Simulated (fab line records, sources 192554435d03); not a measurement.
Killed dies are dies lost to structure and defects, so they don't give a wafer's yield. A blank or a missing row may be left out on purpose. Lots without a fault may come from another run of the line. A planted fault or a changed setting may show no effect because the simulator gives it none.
Which tool did it? | flow n5_finfet | 12 lots, 36 wafers sampled, at 1 step of a route of 1938

WHAT THE GAUGES READ, wafer by wafer
N5_BEOL_M14_OVL_MEAS_11.
lot  | measured     | on         | V13_OVL (nm)
L076 | day 12 03:50 | overlay-02 | 3 5 0
L077 | day 12 12:35 | overlay-02 | -6 -2 0
L079 | day 13 02:25 | overlay-01 | -9 -11 -14
L083 | day 13 16:19 | overlay-02 | 0 -6 3
L082 | day 13 20:46 | overlay-01 | 4 -1 0
L084 | day 14 03:28 | overlay-01 | -2 -4 -7
L088 | day 15 05:05 | overlay-01 | -5 -2 -5
L085 | day 15 08:34 | overlay-02 | -2 4 -3
L091 | day 15 14:10 | overlay-02 | -2 -4 -10
L094 | day 16 19:32 | overlay-01 | -3 0 -2
L097 | day 17 05:47 | overlay-01 | -5 -4 -3
L096 | day 17 17:50 | overlay-02 | -2 3 -2

WHICH TOOL RAN EACH LOT (tool, then ch and the chambers of the sampled wafers, then the start)
The record holds no process step before these readings.

THE ANSWER, worked out from the rows above alone
Rule: what is usual is taken from the lots themselves. Put in order of their means at a reading, lots are off if they are a third of the lots or fewer, leave a main group of 4 or more, and stand apart from it by a gap of 3 or more times the standard deviation of the main group's means; of several such gaps the widest counts. A main group whose means are all the same, to the digits that the tables above print for the reading, isn't used. A lot without any number at a reading at which 4 lots or more have one is off too. The other lots that the step has rows for count as sound.
No lot is off at any reading shown: from this, nothing can be told.

WHAT THE SIMULATOR HAD PUT IN
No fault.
